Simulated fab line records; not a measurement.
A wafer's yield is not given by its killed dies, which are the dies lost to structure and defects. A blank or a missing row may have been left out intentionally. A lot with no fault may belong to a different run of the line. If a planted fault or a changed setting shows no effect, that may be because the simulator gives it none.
Split-lot study :: flow n5Finfet :: route with 1938 steps; 7 lots, 21 wafers read

== ABOUT THE SPLIT ==
At N5_BEOL_M14_PEB_08 (peb time 90 s), the setting pebTempC was moved away from the recipe's 130 C on 8 of the 21 wafers read, by -2.4% to +2.8%. This setting was run at the recipe's value on the other wafers.

== FROM THE SPLIT TO THE READING: what the file shows between them, 10 steps ==
- N5_BEOL_M14_DEVELOP_09: develop time 45 s
- N5_BEOL_M14_HARDBAKE_14: time 120 s
- N5_BEOL_M14_CD_MEAS_10: target cd 250 nm
- N5_BEOL_M14_DESCUM_15: chemistry O2, time 7.9 s
- N5_BEOL_M14_ETCH_59: etches BARC in N2/H2, target depth 89 nm, overetch 26.7 nm, time 67.9 s
- N5_BEOL_M14_VIA_ETCH_16: etches SiO2 in C4F8/O2/Ar, target depth 1231.3 nm
- N5_BEOL_M14_STRIP_63: strips in O2
- N5_BEOL_M14_STRIP_64: strips in O2
- N5_BEOL_M14_STRIP_71: strips in post etch residue remover, time 60 s
- N5_BEOL_M14_SRD_72: time 30 s, dry time 30 s

== THE READING ==
cdNm (nm) at N5_BEOL_M14_CD_MEAS_17, where the cd target is 250 nm. Typical for fault-free wafers on this fab line: 250.9 nm, with standard deviation 1.6 nm.

wafer: L079.1
tool, chamber at the split: lithoTrack-04, 0
pebTempC as run, C: 129.1
against the recipe: -0.7%
cdNm, nm: 247.6
against lot-mates on the recipe: -2.9

wafer: L079.2
tool, chamber at the split: lithoTrack-04, 0
pebTempC as run, C: 130
against the recipe: recipe
cdNm, nm: 250.5
against lot-mates on the recipe: -

wafer: L079.3
tool, chamber at the split: lithoTrack-04, 0
pebTempC as run, C: 129.1
against the recipe: -0.7%
cdNm, nm: 244.6
against lot-mates on the recipe: -5.9

wafer: L080.3
tool, chamber at the split: lithoTrack-03, 0
pebTempC as run, C: 130
against the recipe: recipe
cdNm, nm: 249.4
against lot-mates on the recipe: -

wafer: L080.4
tool, chamber at the split: lithoTrack-03, 0
pebTempC as run, C: 133.7
against the recipe: +2.8%
cdNm, nm: 265.9
against lot-mates on the recipe: +16.5

wafer: L080.6
tool, chamber at the split: lithoTrack-03, 0
pebTempC as run, C: 133.7
against the recipe: +2.8%
cdNm, nm: 265.6
against lot-mates on the recipe: +16.2

wafer: L081.1
tool, chamber at the split: lithoTrack-03, 0
pebTempC as run, C: 130
against the recipe: recipe
cdNm, nm: 253.3
against lot-mates on the recipe: -

wafer: L081.4
tool, chamber at the split: lithoTrack-03, 0
pebTempC as run, C: 130
against the recipe: recipe
cdNm, nm: 252.7
against lot-mates on the recipe: -

wafer: L081.6
tool, chamber at the split: lithoTrack-03, 0
pebTempC as run, C: 130
against the recipe: recipe
cdNm, nm: 250.2
against lot-mates on the recipe: -

wafer: L082.2
tool, chamber at the split: lithoTrack-01, 0
pebTempC as run, C: 130
against the recipe: recipe
cdNm, nm: 250.8
against lot-mates on the recipe: -

wafer: L082.3
tool, chamber at the split: lithoTrack-01, 0
pebTempC as run, C: 127.5
against the recipe: -1.9%
cdNm, nm: 237.5
against lot-mates on the recipe: -14.1

wafer: L082.4
tool, chamber at the split: lithoTrack-01, 0
pebTempC as run, C: 130
against the recipe: recipe
cdNm, nm: 252.3
against lot-mates on the recipe: -

wafer: L088.3
tool, chamber at the split: lithoTrack-01, 0
pebTempC as run, C: 126.9
against the recipe: -2.4%
cdNm, nm: 234.4
against lot-mates on the recipe: -16.8

wafer: L088.4
tool, chamber at the split: lithoTrack-01, 0
pebTempC as run, C: 130
against the recipe: recipe
cdNm, nm: 251.2
against lot-mates on the recipe: -

wafer: L088.6
tool, chamber at the split: lithoTrack-01, 0
pebTempC as run, C: 126.9
against the recipe: -2.4%
cdNm, nm: 231.7
against lot-mates on the recipe: -19.5

wafer: L097.4
tool, chamber at the split: lithoTrack-01, 0
pebTempC as run, C: 128.4
against the recipe: -1.2%
cdNm, nm: 243.3
against lot-mates on the recipe: -9.8

wafer: L097.5
tool, chamber at the split: lithoTrack-01, 0
pebTempC as run, C: 130
against the recipe: recipe
cdNm, nm: 254.1
against lot-mates on the recipe: -

wafer: L097.6
tool, chamber at the split: lithoTrack-01, 0
pebTempC as run, C: 130
against the recipe: recipe
cdNm, nm: 252.2
against lot-mates on the recipe: -

wafer: L096.1
tool, chamber at the split: lithoTrack-03, 0
pebTempC as run, C: 130
against the recipe: recipe
cdNm, nm: 252.1
against lot-mates on the recipe: -

wafer: L096.5
tool, chamber at the split: lithoTrack-03, 0
pebTempC as run, C: 130
against the recipe: recipe
cdNm, nm: 252.7
against lot-mates on the recipe: -

wafer: L096.6
tool, chamber at the split: lithoTrack-03, 0
pebTempC as run, C: 130
against the recipe: recipe
cdNm, nm: 250.8
against lot-mates on the recipe: -

THE FIT
A straight line over all 21 wafers: cdNm changes by +6.25 nm for each +1% of pebTempC; r = +0.97; the points scatter about the line by 2 nm.
The same after taking each lot's own level away (the mean of its wafers on the recipe; 21 wafers): +6.6 nm for each +1%; r = +0.99; scatter 1.4 nm.
The reading moves by 19 nm for the largest change in pebTempC, on that fit.
The lots' own levels span 249.40 to 253.15 nm, that is 2.3 times the standard deviation above.
So the lot-to-lot level changes the slope little: the two slopes agree.
Check: for one of the wafers moved furthest among these (+2.8%), held out of the fit, the line's prediction against its lot-mates is +19 nm. It came out at +16.5 nm against them.

== THE WHOLE CHAIN: every reading that the file lists as answering this split, in the file's order ==
step: N5_BEOL_M14_CD_MEAS_10
what it does: target cd 250 nm
reading: cdNm
change (the file's fit): +6.92 nm for each +1% of the setting
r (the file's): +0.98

step: N5_BEOL_M14_CD_MEAS_17
what it does: target cd 250 nm
reading: cdNm
change (the file's fit): +6.79 nm for each +1% of the setting
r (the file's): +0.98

== THE FILE'S OWN FIT ==
cdNm changes by +6.79 nm for each +1% of pebTempC, r = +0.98.
